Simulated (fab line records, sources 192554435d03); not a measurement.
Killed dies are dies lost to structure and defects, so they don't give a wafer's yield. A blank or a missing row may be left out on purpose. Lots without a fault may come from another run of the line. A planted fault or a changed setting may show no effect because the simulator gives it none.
fab line records | flow n5_finfet
record lots=9 wafers=27 last_day=18
route steps=1938 shown ZERO_LAYER@13 WELL_APT@31 PMOS_HMC_CHANNEL_EPI@57 BEOL_M4@1111 PASSIVATION@1936
lots that met no fault: from a run of the same line without faults
start_h: hours from the record's first day to the start of the lot's first wafer shown | wait_h: hours since the lot's step before | " the same as in the row above | L1.1+2: a row that stands for several wafers | - no value, or no start given | * or withheld: withheld | < > ~ a bound
route shown NAME@n: a module of which the file shows steps, and the number in the route of the first | usual: mean/standard deviation of fault-free wafers | same: alike in all rows | chamber/n: place in a boat | sites: the reading at each site | _std_site: their standard deviation | _edge_site: outer sites' mean less inner sites' | radius_mm: how far each site lies from the wafer's centre | mask NAME#n: copy n | behind: the tool/chamber that last shaped the wafer | hold: why the lot was held/for how many hours/how that ended | device: the transistor (n, p or np) that didn't switch | end of line: the same wafers' tests at the end of the route | a step without rows: its recipe alone | killed: dies lost to structure and defects at the first sort, not the wafer's yield | map: a wafer's dies, x killed, . not, _ none there
set.NAME: the setting as run; set.NAME@STEP: as run at that earlier step | model.NAME: the simulator's own value behind a step, which no gauge read
steps of the route over a sample of lots; a table a step, a row a wafer
services: from which hour (start_h, from the record's first day; less than 0 if before it) a tool's chamber was out of use, for how many hours, and why
## steps
# step N5_ZERO_LAYER_CD_MEAS_11
# recipe target_cd_nm=2000 landing_energy_ev=500 detector=se_inlens
# usual cd_nm=2000.9/2
# columns lot.wafer tool chamber start_h wait_h cd_nm
L914.1 cd_sem-01 0 24.66 - 1999.5
L914.2 " 0 " " 1999.7
L914.4 " 0 " " 1997.0
L915.1 cd_sem-02 0 30.77 - 2001.6
L915.4 " 0 " " 2002.4
L915.6 " 0 " " 2004.4
L917.1 cd_sem-03 0 42.64 - 2002.8
L917.2 " 0 " " 2002.7
L917.6 " 0 " " 2002.1
L924.1 cd_sem-03 0 84.77 - 1999.3
L924.2 " 0 " " 2000.9
L924.3 " 0 " " 2001.1
L925.1 cd_sem-01 0 90.66 - 1998.8
L925.3 " 0 " " 2003.5
L925.4 " 0 " " 1999.7
L928.3 cd_sem-01 0 108.79 - 2001.3
L928.4 " 0 " " 2001.0
L928.6 " 0 " " 2003.5
L931.1 cd_sem-03 0 126.64 - 2006.5
L931.2 " 0 " " 2002.3
L931.4 " 0 " " 2005.0
L933.2 cd_sem-02 0 138.78 - 1999.1
L933.3 " 0 " " 2000.9
L933.4 " 0 " " 2001.4
L934.3 cd_sem-03 0 144.77 - 2000.2
L934.5 " 0 " " 1999.5
L934.6 " 0 " " 1999.4
# step N5_WELL_APT_DESCUM_13
# recipe chemistry=O2 time_s=7.9 source_power_w=50 bias_power_w=20 pressure_mtorr=20 rf_frequency_hz=2.712e+07 temp_c=40 o2_flow_sccm=225
# usual drypump_motor_current_A=5.6/0.44 oes_product_au=0.79/0.093 rf_vpp_V=243.3/1.3 showerhead_plenum_p_Torr=2.11/0.062 throttle_valve_pct=20.34/0.18
# columns lot.wafer tool chamber start_h wait_h drypump_motor_current_A oes_product_au rf_hours_counter_h rf_vpp_V showerhead_plenum_p_Torr throttle_valve_pct
L914.1 rie_diel-04 0 25.68 0.0 5.9 0.81 120 244.1 2.11 20.23
L914.2 " 3 " " 4.9 0.67 240 241.6 1.98 20.52
L914.4 " 2 " " 5.7 0.79 120 244.1 2.19 20.50
L915.1 rie_diel-02 0 31.80 0.1 5.4 0.87 55 244.5 2.13 20.12
L915.4 " 1 " " 5.4 0.70 - 243.6 2.13 20.54
L915.6 " 0 " " 5.4 0.86 - 243.8 2.13 20.11
L917.1 rie_diel-04 0 43.93 0.2 5.9 0.81 126 244.3 2.10 20.23
L917.2 " 2 " " 5.7 0.77 127 244.8 2.19 20.50
L917.6 " 0 " " 5.9 0.81 - 244.4 2.11 20.25
L924.1 rie_diel-04 3 85.89 0.0 5.0 0.98 4 245.6 2.24 20.16
L924.2 " 2 " " 5.7 0.77 143 244.0 2.18 20.53
L924.3 " 1 " " 5.4 0.69 230 242.1 2.07 20.31
L925.1 rie_diel-04 3 91.79 0.0 4.9 0.96 7 243.9 2.24 20.17
L925.3 " 2 " " 5.7 0.76 146 245.0 2.18 20.53
L925.4 " 1 " " 5.4 0.69 233 243.1 2.07 20.33
L928.3 rie_diel-04 2 110.10 0.0 5.6 0.77 151 244.6 2.18 20.54
L928.4 " 3 " " 4.9 0.95 11 244.6 2.24 20.16
L928.6 " 0 " " 5.9 0.78 - 243.6 2.10 20.27
L931.1 rie_diel-02 1 127.64 0.0 5.4 0.68 245 244.6 2.12 20.60
L931.2 " 2 " " 6.6 0.79 132 242.7 2.03 20.38
L931.4 " 0 " " 5.4 0.81 - 242.2 2.11 20.16
L933.2 rie_diel-04 2 139.84 0.0 5.7 0.76 162 244.3 2.18 20.55
L933.3 " 1 " " 5.4 0.68 248 243.0 2.06 20.33
L933.4 " 0 " " 5.9 0.78 158 243.3 2.09 20.29
L934.3 rie_diel-02 0 145.77 0.0 5.4 0.80 101 242.6 2.11 20.18
L934.5 " 3 " " 5.5 0.91 - 239.8 2.05 20.41
L934.6 " 2 " " 6.6 0.78 - 240.3 2.02 20.40
# step N5_WELL_APT_STRIP_16
# recipe chemistry=SPM time_s=900 temp_c=130 h2so4_h2o2_vol_ratio=4 dry=ipa_marangoni
# usual bath_guard_temp_C=130.0/0.5 bath_heat_duty_pct=15.0/2.3
# columns lot.wafer tool chamber start_h wait_h bath_guard_temp_C bath_heat_duty_pct
L914.1 wet_bench-02 6 26.17 0.2 - -
L914.2 " 5 " " - -
L914.4 " 3 " " - -
L915.1 wet_bench-02 6 32.28 0.2 - -
L915.4 " 2 " " - -
L915.6 " 7 " " - -
L917.1 wet_bench-03 5 44.41 0.2 130.2 15.2
L917.2 " 0 " " 130.1 13.5
L917.6 " 1 " " 129.7 14.1
L924.1 wet_bench-02 0 86.38 0.2 130.3 13.3
L924.2 " 7 " " 130.2 15.3
L924.3 " 3 " " 131.1 18.1
L925.1 wet_bench-03 1 92.30 0.2 129.6 14.3
L925.3 " 5 " " 129.7 14.2
L925.4 " 6 " " 129.6 13.8
L928.3 wet_bench-04 6 110.60 0.1 129.5 13.1
L928.4 " 2 " " 130.0 16.6
L928.6 " 1 " " 129.8 17.8
L931.1 wet_bench-03 0 128.13 0.2 130.5 14.0
L931.2 " 4 " " 129.4 11.2
L931.4 " 3 " " 129.4 14.9
L933.2 wet_bench-03 5 140.33 0.1 129.8 12.8
L933.3 " 2 " " 130.2 13.0
L933.4 " 0 " " 130.6 13.8
L934.3 wet_bench-02 5 146.26 0.1 130.8 13.8
L934.5 " 0 " " 130.3 14.3
L934.6 " 2 " " 130.8 13.4
# step N5_PMOS_HMC_CHANNEL_EPI_HM_DEP_34
# recipe material=SiO2 target_thk_a=360 temp_c=400 precursor=TEOS/O2 pressure_torr=6.5 rf_w=900 teos_flow_sccm=161.4 gas=O2 flow_sccm=2650 time_s=6.9
# usual heater_power_w=584/140 showerhead_plenum_p_Torr=8.35/0.034 throttle_valve_pct=18.5/0.5
# columns lot.wafer tool chamber start_h wait_h heater_power_w showerhead_plenum_p_Torr since_wet_clean_h throttle_valve_pct
L914.1 pecvd-04 1 28.60 0.0 588 8.37 1639 18.5
L914.2 " 2 " " 511 8.32 160 18.1
L914.4 " 2 " " 526 8.32 - 18.0
L915.1 pecvd-02 1 34.91 0.0 852 8.34 1826 17.8
L915.4 " 0 " " 815 8.33 - 19.2
L915.6 " 1 " " 835 8.34 - 17.7
L917.1 pecvd-03 2 46.74 0.0 288 8.31 2019 19.2
L917.2 " 0 " " 537 8.44 569 18.4
L917.6 " 1 " " 611 8.37 - 18.8
L924.1 pecvd-03 0 89.19 0.0 581 8.42 612 18.4
L924.2 " 1 " " 613 8.35 1337 18.7
L924.3 " 2 " " 327 8.29 2062 19.0
L925.1 pecvd-02 2 94.74 0.0 614 8.39 406 18.5
L925.3 " 1 " " 872 8.33 - 17.8
L925.4 " 2 " " 601 8.40 - 18.5
L928.3 pecvd-02 1 113.03 0.0 801 8.34 1904 17.7
L928.4 " 0 " " 815 8.33 - 19.3
L928.6 " 1 " " 828 8.33 - 17.7
L931.1 pecvd-04 1 130.88 0.0 591 8.35 1741 18.7
L931.2 " 0 " " 519 8.37 1016 18.1
L931.4 " 2 " " 537 8.35 - 18.2
L933.2 pecvd-04 1 143.21 0.0 568 8.36 1753 18.2
L933.3 " 1 " " 577 8.34 - 18.5
L933.4 " 2 " " 608 8.33 - 18.2
L934.3 pecvd-02 0 148.96 0.0 791 8.36 1215 19.1
L934.5 " 1 " " 859 8.36 - 17.9
L934.6 " 0 " " 753 8.36 - 19.4
# step N5_BEOL_M4_RC_MEAS_101
# usual CJ_N=4.38/0.091 DIBL_N=35.8/1.8 DIBL_P=35.9/2.2 IOFF_N=0.16/0.035 IOFF_N_85C=3.0/0.56 IOFF_N_LIN=0.072/0.013 IOFF_N_LONG=5.53e-05/2.2e-06 IOFF_P=0.21/0.04 ION_N=672/11 ION_P=461/7.4 RS_PWELL=3018/21 SS_N=71.4/0.64 SS_P=73.2/0.67 VT_N=250/3.5 VT_N_LVT=99/3.5 VT_P=-251/3.4
# columns lot.wafer tool chamber start_h wait_h CJ_N DIBL_N[mV/V] DIBL_P[mV/V] IOFF_N[nA/um] IOFF_N_85C[nA/um] IOFF_N_LIN[nA/um] IOFF_N_LONG[nA/um] IOFF_P[nA/um] ION_N[uA/um] ION_P[uA/um] RS_PWELL[ohm/sq] SS_N[mV/dec] SS_P[mV/dec] VT_N[mV] VT_N_LVT[mV] VT_P[mV]
L914.1 prober-02 0 165.77 0.2 0.09 137.7 32.9 47.18 364.8 1.961 0.0001022 0.17 703 451 - 162.8 72.0 235 84 -254
L914.2 " 0 " " 0.09 66.6 34.0 5.70 61.2 0.477 0.0001017 0.18 700 462 - 116.9 71.9 244 91 -255
L914.4 " 0 " " 0.09 102.0 33.8 25.26 216.5 1.269 0.0001017 0.18 708 452 - 144.7 73.0 236 83 -252
L915.1 prober-02 0 183.44 0.0 0.09 91.0 36.8 23.37 201.6 1.259 0.0001058 0.25 717 471 - 137.7 73.6 230 80 -246
L915.4 " 0 " " 0.09 102.2 32.4 22.90 198.8 1.169 0.0001066 0.18 695 458 - 145.2 72.4 238 85 -251
L915.6 " 0 " " 0.09 121.4 33.6 39.84 317.7 1.705 0.0001056 0.18 704 454 - 156.1 72.8 231 82 -250
L917.1 prober-01 0 200.51 0.0 4.42 35.9 37.2 0.16 3.1 0.072 5.27e-05 0.21 671 464 3044 72.0 73.4 250 99 -250
L917.2 " 0 " " 4.35 35.0 35.8 0.14 2.8 0.067 5.29e-05 0.20 669 459 3046 71.6 72.8 252 101 -254
L917.6 " 0 " " 4.49 36.8 37.1 0.17 3.2 0.075 5.37e-05 0.21 675 464 3046 71.9 73.3 250 98 -249
L924.1 prober-02 0 251.04 0.0 4.51 39.1 39.8 0.23 4.3 0.099 5.4e-05 0.27 690 472 3034 72.2 73.6 244 94 -248
L924.2 " 0 " " 4.38 34.3 33.5 0.12 2.4 0.059 5.32e-05 0.17 665 457 3025 70.7 73.1 254 103 -252
L924.3 " 0 " " 4.28 34.8 35.5 0.14 2.7 0.067 5.3e-05 0.20 667 463 3020 70.3 72.8 252 100 -248
L925.1 prober-02 0 256.39 0.0 4.47 35.2 34.5 0.14 2.7 0.063 5.62e-05 0.18 667 459 3021 70.5 72.1 252 100 -250
L925.3 " 0 " " 4.38 37.3 37.3 0.16 3.1 0.074 5.44e-05 0.22 684 467 3026 71.4 72.6 250 99 -250
L925.4 " 0 " " 4.34 37.5 38.5 0.18 3.4 0.084 5.32e-05 0.25 682 465 3015 71.2 73.1 246 96 -249
L928.3 prober-02 0 265.80 0.3 4.41 31.7 31.2 0.09 1.9 0.045 5.59e-05 0.13 654 456 3030 70.2 71.9 258 108 -256
L928.4 " 0 " " 4.32 34.5 35.6 0.13 2.7 0.064 5.48e-05 0.19 667 461 3050 70.7 73.1 251 101 -251
L928.6 " 0 " " 4.34 33.8 34.5 0.12 2.5 0.060 5.49e-05 0.18 667 469 3036 70.6 72.2 251 101 -251
L931.1 prober-01 0 284.90 0.0 4.36 37.0 36.5 0.16 3.1 0.073 5.74e-05 0.22 673 455 3001 71.6 73.1 251 100 -249
L931.2 " 0 " " 4.39 37.4 37.5 0.17 3.3 0.078 5.63e-05 0.26 670 462 3023 71.8 74.1 248 97 -245
L931.4 " 0 " " 4.37 36.3 36.1 0.17 3.2 0.076 5.81e-05 0.22 671 463 2980 71.5 73.4 250 97 -247
L933.2 prober-01 0 287.94 0.2 4.54 37.1 37.8 0.17 3.3 0.076 5.62e-05 0.21 679 458 3043 72.1 74.1 246 98 -251
L933.3 " 0 " " 4.41 36.5 36.8 0.15 3.0 0.071 5.65e-05 0.20 674 468 3022 71.4 73.9 251 97 -255
L933.4 " 0 " " 4.46 33.7 32.5 0.11 2.3 0.054 5.7e-05 0.15 660 454 3052 70.9 72.8 255 102 -255
L934.3 prober-02 0 309.15 0.3 4.38 35.9 34.6 0.14 2.8 0.066 5.64e-05 0.20 676 467 3043 70.8 73.0 249 101 -252
L934.5 " 0 " " 4.36 35.5 34.3 0.14 2.9 0.069 5.59e-05 0.20 683 466 2995 71.0 72.3 249 98 -251
L934.6 " 0 " " 4.40 35.3 33.3 0.12 2.5 0.061 5.48e-05 0.19 669 464 3023 70.5 72.7 254 102 -252
# step N5_PASSIVATION_PROBE_49
# usual defect_limited_yield=91.0/1.5 killed_at_M0_to_M3=34/9.1 killed_at_M4_up=14/5.7 killed_at_contacts=13/5.7 killed_at_front_end=42/12 killed_at_other=4/3.4 killed_dies=106/17 killed_open=70/13 killed_short=34/7.5 sort_bin_4_leakage=0.00/0.014 sort_bin_5_function=5.2/0.94 sort_bin_6_memory=3.4/0.69 sort_n_pass=1074/17 sort_yield_pct=91.0/1.5
# same gross_dies=1180 killed_at_back_side=0 sort_bin_8_speed[%]=0
# columns lot.wafer tool chamber start_h wait_h defect_limited_yield[%] killed_at_M0_to_M3 killed_at_M4_up killed_at_contacts killed_at_front_end killed_at_other killed_dies killed_open killed_short sort_bin_4_leakage[%] sort_bin_5_function[%] sort_bin_6_memory[%] sort_n_pass sort_yield_pct[%]
L914.1 prober-02 - 270.10 0.0 89.5 34 18 19 52 1 124 85 39 89.49 6.1 4.2 0 0
L914.2 prober-02 - 270.15 0.1 92.3 34 13 2 40 2 91 54 35 92.29 4.7 2.5 0 0
L914.4 prober-02 - 270.25 0.2 89.2 50 14 15 46 2 127 86 41 89.24 5.3 4.9 0 0
L915.1 prober-01 - 294.10 0.0 91.7 32 25 7 31 3 98 74 22 91.69 4.9 3.2 0 0
L915.4 prober-01 - 294.25 0.2 90.6 28 15 18 42 8 111 71 36 90.59 5.3 3.6 0 0
L915.6 prober-01 - 294.35 0.3 91.9 33 5 12 42 4 96 64 32 91.86 4.8 3.1 0 0
L917.1 prober-01 - 299.50 0.0 91.4 43 13 14 27 4 101 65 32 0 4.7 3.1 1079 91.4
L917.2 prober-01 - 299.55 0.1 90.8 41 9 15 37 6 108 68 39 0 6.0 2.8 1072 90.8
L917.6 prober-01 - 299.75 0.3 91.3 40 12 14 35 2 103 62 40 0 4.7 3.8 1077 91.3
L924.1 prober-01 - 351.56 0.0 91.9 49 9 8 27 2 95 64 31 0 4.8 2.7 1085 91.9
L924.2 prober-01 - 351.61 0.1 91.6 27 11 13 47 1 99 65 34 0 4.1 4.1 1081 91.6
L924.3 prober-01 - 351.66 0.1 91.1 31 6 10 55 3 105 68 37 0 4.9 3.4 1075 91.1
L925.1 prober-02 - 356.70 0.0 91.9 26 12 10 45 3 96 65 28 0 4.5 3.2 1084 91.9
L925.3 prober-02 - 356.80 0.1 90.8 27 7 13 59 2 108 72 34 0 5.7 3.1 1072 90.8
L925.4 prober-02 - 356.85 0.2 91.4 21 13 13 50 4 101 74 24 0 5.4 2.9 1079 91.4
L928.3 prober-01 - 358.59 0.1 92.0 26 11 13 34 10 94 50 44 0 4.7 3.0 1086 92.0
L928.4 prober-01 - 358.64 0.2 93.1 29 18 4 28 2 81 61 20 0 3.6 3.1 1099 93.1
L928.6 prober-01 - 358.74 0.3 89.4 50 17 17 20 21 125 83 41 0 5.8 4.3 1055 89.4
L931.1 prober-01 - 391.70 0.0 89.5 38 19 8 53 6 124 80 41 0 5.9 4.2 1056 89.5
L931.2 prober-01 - 391.75 0.1 90.5 21 13 5 70 3 112 85 26 0 5.7 3.7 1068 90.5
L931.4 prober-01 - 391.85 0.2 90.3 27 22 6 54 5 114 75 38 0 5.8 3.4 1066 90.3
L933.2 prober-02 - 395.77 0.1 91.0 29 19 22 36 0 106 81 22 0 5.2 3.5 1074 91.0
L933.3 prober-02 - 395.82 0.1 91.7 18 22 13 43 2 98 63 35 0 5.1 3.1 1082 91.7
L933.4 prober-02 - 395.87 0.2 91.3 35 18 12 38 0 103 58 41 0 5.2 3.5 1077 91.3
L934.3 prober-01 - 422.63 0.1 92.1 24 9 12 38 10 93 66 25 0 4.7 2.9 1087 92.1
L934.5 prober-01 - 422.73 0.2 91.6 45 9 11 34 0 99 54 41 0 5.3 2.4 1081 91.6
L934.6 prober-01 - 422.78 0.3 91.9 35 3 10 44 3 95 54 37 0 3.8 3.3 1085 91.9
# killed by level:class
L914.1 BEOL_M4:geometric_particle:open=15 MOL_CONTACT_COAG:geometric_particle:open=15 STI_FIN_REVEAL:geometric_particle:open=11 FIN_SAQP:geometric_particle:short=10 FIN_SAQP:geometric_particle:open=9 BEOL_M0_SAQP:geometric_particle:open=7 BEOL_M2:geometric_particle:open=7 STARTING-WAFER:geometric_particle:short=5
L914.2 GATE_CUT:geometric_particle:short=9 STI_FIN_REVEAL:geometric_particle:open=8 FIN_SAQP:geometric_particle:open=7 FIN_SAQP:geometric_particle:short=7 BEOL_M0_SAQP:geometric_particle:short=7 BEOL_M0_SAQP:geometric_particle:open=7 BEOL_M1:geometric_particle:open=7 BEOL_M2:geometric_particle:open=5
L914.4 MOL_CONTACT_COAG:geometric_particle:open=12 BEOL_M1:geometric_particle:open=12 STI_FIN_REVEAL:geometric_particle:open=11 BEOL_M0_SAQP:geometric_particle:short=9 BEOL_M0_SAQP:geometric_particle:open=9 BEOL_M3:geometric_particle:open=8 BEOL_M4:geometric_particle:open=6 FIN_SAQP:geometric_particle:open=5
L915.1 STI_FIN_REVEAL:geometric_particle:open=11 BEOL_M4:geometric_particle:open=9 FIN_SAQP:geometric_particle:open=6 BEOL_M3:geometric_particle:open=6 BEOL_M5:geometric_particle:open=6 BEOL_M0_SAQP:geometric_particle:short=5 MOL_CONTACT_COAG:geometric_particle:open=5 BEOL_M1:geometric_particle:open=5
L915.4 MOL_CONTACT_COAG:geometric_particle:open=15 FIN_SAQP:geometric_particle:short=10 FIN_SAQP:geometric_particle:open=10 BEOL_M1:geometric_particle:open=9 STI_FIN_REVEAL:geometric_particle:open=8 BEOL_M0_SAQP:geometric_particle:short=4 BEOL_M0:geometric_particle:open=4 BEOL_M3:geometric_particle:open=4
L915.6 BEOL_M3:geometric_particle:open=13 FIN_SAQP:geometric_particle:open=10 MOL_CONTACT_COAG:geometric_particle:open=10 FIN_SAQP:geometric_particle:short=8 DUMMY_GATE:geometric_particle:open=7 BEOL_M0_SAQP:geometric_particle:short=7 STI_FIN_REVEAL:geometric_particle:open=5 STI_FIN_REVEAL:geometric_particle:short=4
L917.1 BEOL_M3:geometric_particle:open=13 MOL_CONTACT_COAG:geometric_particle:open=10 STI_FIN_REVEAL:geometric_particle:open=7 BEOL_M0_SAQP:geometric_particle:open=7 BEOL_M2:geometric_particle:open=6 GATE_CUT:geometric_particle:short=5 BEOL_M1:geometric_particle:open=5 MOL_CONTACT_COAG:geometric_particle:short=4
L917.2 MOL_CONTACT_COAG:geometric_particle:open=13 BEOL_M0_SAQP:geometric_particle:open=10 FIN_SAQP:geometric_particle:short=7 BEOL_M0_SAQP:geometric_particle:short=7 BEOL_M1:geometric_particle:open=6 BEOL_M2:geometric_particle:open=6 STARTING-WAFER:geometric_particle:open=5 STARTING-WAFER:geometric_particle:short=5
L917.6 MOL_CONTACT_COAG:geometric_particle:open=12 BEOL_M3:geometric_particle:open=8 BEOL_M0_SAQP:geometric_particle:short=7 BEOL_M0_SAQP:geometric_particle:open=7 FIN_SAQP:geometric_particle:short=6 BEOL_M2:geometric_particle:open=6 FIN_SAQP:geometric_particle:open=5 STARTING-WAFER:geometric_particle:short=5
L924.1 BEOL_M2:geometric_particle:open=12 STI_FIN_REVEAL:geometric_particle:open=10 BEOL_M0_SAQP:geometric_particle:short=9 MOL_CONTACT_COAG:geometric_particle:open=7 BEOL_M0_SAQP:geometric_particle:open=7 BEOL_M1:geometric_particle:open=7 GATE_CUT:geometric_particle:short=6 BEOL_M3:geometric_particle:open=6
L924.2 MOL_CONTACT_COAG:geometric_particle:open=11 STI_FIN_REVEAL:geometric_particle:open=10 BEOL_M2:geometric_particle:open=9 GATE_CUT:geometric_particle:short=8 GATE_CUT:geometric_particle:open=7 FIN_SAQP:geometric_particle:short=6 BEOL_M0_SAQP:geometric_particle:short=6 FIN_SAQP:geometric_particle:open=5
L924.3 STI_FIN_REVEAL:geometric_particle:open=23 FIN_SAQP:geometric_particle:open=10 BEOL_M0_SAQP:geometric_particle:short=10 MOL_CONTACT_COAG:geometric_particle:open=9 BEOL_M0_SAQP:geometric_particle:open=9 FIN_SAQP:geometric_particle:short=6 GATE_CUT:geometric_particle:short=6 BEOL_M2:geometric_particle:open=4
L925.1 FIN_SAQP:geometric_particle:open=12 BEOL_M3:geometric_particle:open=7 FIN_SAQP:geometric_particle:short=6 MOL_CONTACT_COAG:geometric_particle:open=6 STI_FIN_REVEAL:geometric_particle:open=5 BEOL_M0_SAQP:geometric_particle:open=5 BEOL_M1:geometric_particle:open=5 DUMMY_GATE:geometric_particle:open=4
L925.3 FIN_SAQP:geometric_particle:open=19 FIN_SAQP:geometric_particle:short=11 STI_FIN_REVEAL:geometric_particle:open=10 MOL_CONTACT_COAG:geometric_particle:open=9 BEOL_M3:geometric_particle:open=8 BEOL_M0_SAQP:geometric_particle:short=5 DUMMY_GATE:geometric_particle:open=4 GATE_CUT:geometric_particle:open=4
L925.4 FIN_SAQP:geometric_particle:open=17 MOL_CONTACT_COAG:geometric_particle:open=12 GATE_CUT:geometric_particle:open=6 BEOL_M0_SAQP:geometric_particle:short=5 BEOL_M3:geometric_particle:open=5 FIN_SAQP:geometric_particle:short=4 STI_FIN_REVEAL:geometric_particle:open=4 DUMMY_GATE:geometric_particle:open=4
L928.3 MOL_CONTACT_COAG:geometric_particle:open=11 FIN_SAQP:geometric_particle:short=9 FIN_SAQP:geometric_particle:open=7 BEOL_M0_SAQP:geometric_particle:short=6 BEOL_M3:geometric_particle:open=6 BEOL_M3:geometric_particle:short=6 PASS1_CAP:geometric_particle:short=5 STI_FIN_REVEAL:geometric_particle:open=3
L928.4 FIN_SAQP:geometric_particle:open=11 BEOL_M0_SAQP:geometric_particle:open=9 BEOL_M3:geometric_particle:open=7 BEOL_M4:geometric_particle:open=6 BEOL_M7:geometric_particle:open=6 FIN_SAQP:geometric_particle:short=5 STI_FIN_REVEAL:geometric_particle:open=5 BEOL_M0_SAQP:geometric_particle:short=5
L928.6 BEOL_M3:geometric_particle:open=14 MOL_CONTACT_COAG:geometric_particle:open=12 BEOL_M0_SAQP:geometric_particle:open=9 BEOL_M1:geometric_particle:open=8 BEOL_M3:geometric_particle:short=7 MOL_CONTACT_COAG:geometric_particle:short=5 BEOL_M4:geometric_particle:open=5 BEOL_M7:geometric_particle:open=5
L931.1 BEOL_M3:geometric_particle:open=13 DUMMY_GATE:geometric_particle:open=12 BEOL_M4:geometric_particle:open=11 FIN_SAQP:geometric_particle:short=9 BEOL_M0_SAQP:geometric_particle:short=9 STI_FIN_REVEAL:geometric_particle:open=8 BEOL_M0_SAQP:geometric_particle:open=7 FIN_SAQP:geometric_particle:open=5
L931.2 DUMMY_GATE:geometric_particle:open=18 STI_FIN_REVEAL:geometric_particle:open=17 FIN_SAQP:geometric_particle:open=16 BEOL_M4:geometric_particle:open=10 BEOL_M0_SAQP:geometric_particle:open=7 BEOL_M0_SAQP:geometric_particle:short=6 GATE_CUT:geometric_particle:open=5 DUMMY_GATE:geometric_particle:short=4
L931.4 FIN_SAQP:geometric_particle:open=13 BEOL_M4:geometric_particle:open=11 FIN_SAQP:geometric_particle:short=10 STI_FIN_REVEAL:geometric_particle:open=8 DUMMY_GATE:geometric_particle:open=6 GATE_CUT:geometric_particle:short=6 MOL_CONTACT_COAG:geometric_particle:open=6 BEOL_M0_SAQP:geometric_particle:short=6
L933.2 MOL_CONTACT_COAG:geometric_particle:open=17 STI_FIN_REVEAL:geometric_particle:open=10 BEOL_M1:geometric_particle:open=10 BEOL_M4:geometric_particle:open=8 BEOL_M3:geometric_particle:open=7 FIN_SAQP:geometric_particle:open=6 MOL_CONTACT_COAG:geometric_particle:short=5 BEOL_M5:geometric_particle:open=4
L933.3 BEOL_M4:geometric_particle:open=15 FIN_SAQP:geometric_particle:short=10 MOL_CONTACT_COAG:geometric_particle:open=10 GATE_CUT:geometric_particle:short=8 FIN_SAQP:geometric_particle:open=7 BEOL_M2:geometric_particle:open=6 STI_FIN_REVEAL:geometric_particle:open=4 BEOL_M0_SAQP:geometric_particle:open=4
L933.4 FIN_SAQP:geometric_particle:short=14 BEOL_M1:geometric_particle:open=11 MOL_CONTACT_COAG:geometric_particle:open=10 BEOL_M0_SAQP:geometric_particle:short=9 GATE_CUT:geometric_particle:short=7 STI_FIN_REVEAL:geometric_particle:open=6 FIN_SAQP:geometric_particle:open=5 BEOL_M4:geometric_particle:open=5
L934.3 MOL_CONTACT_COAG:geometric_particle:open=10 STI_FIN_REVEAL:geometric_particle:open=7 BEOL_M2:geometric_particle:open=7 DUMMY_GATE:geometric_particle:open=6 BEOL_M0_SAQP:geometric_particle:open=5 PASS1_CAP:geometric_particle:short=5 FIN_SAQP:geometric_particle:open=4 GATE_CUT:geometric_particle:short=4
L934.5 BEOL_M0_SAQP:geometric_particle:short=17 BEOL_M2:geometric_particle:open=12 BEOL_M0_SAQP:geometric_particle:open=10 MOL_CONTACT_COAG:geometric_particle:open=9 FIN_SAQP:geometric_particle:short=6 STARTING-WAFER:geometric_particle:open=5 BEOL_M2:geometric_particle:short=4 FIN_SAQP:geometric_particle:open=3
L934.6 GATE_CUT:geometric_particle:open=10 GATE_CUT:geometric_particle:short=10 BEOL_M0_SAQP:geometric_particle:open=9 MOL_CONTACT_COAG:geometric_particle:open=8 FIN_SAQP:geometric_particle:short=6 BEOL_M0:geometric_particle:open=5 BEOL_M2:geometric_particle:open=5 BEOL_M0_SAQP:geometric_particle:short=4
## services
# columns tool chamber start_h hours kind
rie_diel-04 3 4.91 4.5 repair
rie_diel-02 3 29.72 - clean
rie_diel-02 3 29.72 - consumable_replace:focus_ring
rie_diel-02 3 29.72 16.1 scheduled_down
rie_diel-04 - 33.76 2.8 pm
rie_diel-02 1 41.35 10.3 repair
rie_diel-04 3 57.15 - clean
rie_diel-04 3 57.15 - consumable_replace:focus_ring
rie_diel-04 3 57.15 - consumable_replace:showerhead
rie_diel-04 3 57.15 16.4 scheduled_down
rie_diel-04 3 57.15 16.4 vent_cycle
pecvd-03 0 75.45 2.0 repair
pecvd-02 0 79.28 16.5 scheduled_down
rie_diel-04 - 86.97 0.2 repair
rie_diel-04 3 103.87 1.6 repair
pecvd-04 - 122.22 2.8 pm
rie_diel-02 2 123.38 3.3 repair
rie_diel-02 3 124.20 18.9 repair
rie_diel-04 0 133.20 5.6 repair
pecvd-04 0 138.59 10.1 repair
rie_diel-04 1 144.24 - clean
rie_diel-04 1 144.24 - consumable_replace:focus_ring
rie_diel-04 1 144.24 17.1 scheduled_down
rie_diel-04 1 144.24 17.1 vent_cycle
## key
first_sign step=N5_WELL_APT_STRIP_16 reading=tool_record direction=missing
effect step=N5_BEOL_M4_RC_MEAS_101 reading=IOFF_N direction=up sigmas=99+ usual=0.16 struck=27.37
effect step=N5_BEOL_M4_RC_MEAS_101 reading=IOFF_N_85C direction=up sigmas=99+ usual=3.0 struck=226.8
effect step=N5_BEOL_M4_RC_MEAS_101 reading=SS_N direction=up sigmas=99+ usual=71.4 struck=143.9
effect step=N5_BEOL_M4_RC_MEAS_101 reading=IOFF_N_LIN direction=up sigmas=96 usual=0.072 struck=1.307
effect step=N5_BEOL_M4_RC_MEAS_101 reading=CJ_N direction=down sigmas=47 usual=4.38 struck=0.09
effect step=N5_BEOL_M4_RC_MEAS_101 reading=DIBL_N direction=up sigmas=38 usual=35.8 struck=103.5
effect step=N5_BEOL_M4_RC_MEAS_101 reading=IOFF_N_LONG direction=up sigmas=22 usual=5.53e-05 struck=0.0001039
effect step=N5_BEOL_M4_RC_MEAS_101 reading=VT_N_LVT direction=down sigmas=4.2 usual=99 struck=84
effect step=N5_BEOL_M4_RC_MEAS_101 reading=VT_N direction=down sigmas=4.1 usual=250 struck=236
effect step=N5_BEOL_M4_RC_MEAS_101 reading=ION_N direction=up sigmas=2.9 usual=672 struck=705
effect step=N5_BEOL_M4_RC_MEAS_101 reading=RS_PWELL direction=missing
effect step=N5_PASSIVATION_PROBE_49 reading=sort_bin_4_leakage direction=up sigmas=99+ usual=0.00 struck=90.86
met_at N5_WELL_APT_STRIP_16
struck_lots L914,L915
not_acting_at N5_ZERO_LAYER_CD_MEAS_11,N5_WELL_APT_DESCUM_13,N5_PMOS_HMC_CHANNEL_EPI_HM_DEP_34
fault kind=skipped_step_whole tool=wet_bench-02 chamber=- onset_h=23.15 steps=N5_WELL_APT_STRIP_16 scope=struck_lots_only
